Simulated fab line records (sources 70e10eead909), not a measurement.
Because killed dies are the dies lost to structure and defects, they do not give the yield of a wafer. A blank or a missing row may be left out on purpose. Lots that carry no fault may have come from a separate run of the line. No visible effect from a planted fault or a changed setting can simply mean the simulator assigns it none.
Code-filled problem report in 8D (eight disciplines) form :: flow nand harc :: the parts of the form that need people (team, actions taken, sign-off) are left out

1. WHAT IS WRONG
Wafers without a fault read 491.8 W, standard deviation 2.3; rf fwd power W at NHARC_P_GATE_ETCH_104 reads a mean of 290.8 W on 2 wafers belonging to 2 lots. Measured from the usual mean, that is -87 standard deviations.
The step: etches the open film in CF4/CHF3, target depth 60 nm.
Earliest sighting: wafer L613.3 on rie diel-08 at day 10 07:20. At this step, 18 wafers from 6 lots have a number in the record. Rule for "out" (also "out of limits"): further than 4 standard deviations from the usual mean. The other wafers with a number count as sound.

2. WHAT THIS IS AND IS NOT
question: which readings at this step
is: rf fwd power W, oes product au
is not: cf4 flow sccm, drypump motor current A, rf vpp V, showerhead plenum p Torr, throttle valve pct

question: which lots
is: L613, L614
is not: L600, L601, L621, L623

question: which wafers of those lots
is: L613.3, L614.6
is not: L613.1, L613.2, L614.1, L614.3

question: read on which tools
is: rie diel-08
is not: rie diel-10

question: when
is: from day 10 07:20
is not: up to then (8 sound wafers); but 8 sound wafers of L614, L621, L623 came after

3. SUSPECTS, AND WHAT RULES EACH OUT
Counting: a tool at a process step up to the reading stays a suspect if it ran every lot that is out. Sound lots after the first of them don't rule it out here, since some wafers of a struck lot are sound.
- rie diel-08 at NHARC_P_GATE_DESCUM_31 (chemistry O2, time 3 s): kept. It processed each lot that is out (first: L613, day 10 07:15); up to then, its last sound lot is L601 (day 5 15:31).
- rie diel-08 at NHARC_P_GATE_ETCH_104 (etches the open film in CF4/CHF3, target depth 60 nm): kept. It processed each lot that is out (first: L613, day 10 07:20); up to then, its last sound lot is L601 (day 5 15:35). On those wafers its own readings are out: oes product au, rf fwd power W.
- Within rie diel-08 at NHARC_P_GATE_ETCH_104: the wafers that are out ran in chamber 0; their sound lot-mates ran in chambers 1, 2, 3.
Remaining after the count are rie diel-08 at NHARC_P_GATE_DESCUM_31 and rie diel-08 at NHARC_P_GATE_ETCH_104.

4. THE CAUSE (what the simulator had put in)
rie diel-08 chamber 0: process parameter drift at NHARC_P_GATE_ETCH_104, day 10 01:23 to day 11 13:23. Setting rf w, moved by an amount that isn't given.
Counting left 2 suspects, and this tool is among them.

5. THE CHAIN OF EFFECTS, in route order
Rows list readings where the struck wafers' mean (over those with a number) sits beyond 3 standard deviations from the usual. Only readings for which the record gives a usual standard deviation are gone through. hours: the time from each lot's start at the first step in this table that gives one to its start at this step, as a median over the lots. sigmas: the change in usual standard deviations.
hours: 0
step: NHARC_P_GATE_ETCH_104
reading: oes product au
usual: 0.954 a.u.
on struck wafers: 0.732
change: -0.222
sigmas: -11

hours: 0
step: NHARC_P_GATE_ETCH_104
reading: rf fwd power W
usual: 491.8 W
on struck wafers: 290.8
change: -201.1
sigmas: -87
Its process steps:
- NHARC_P_GATE_ETCH_104: etches the open film in CF4/CHF3, target depth 60 nm.

6. WHAT WOULD HAVE CAUGHT IT SOONER
First out-of-limits reading in this record: day 10 07:20, which is 6 hours after fault onset at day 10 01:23.
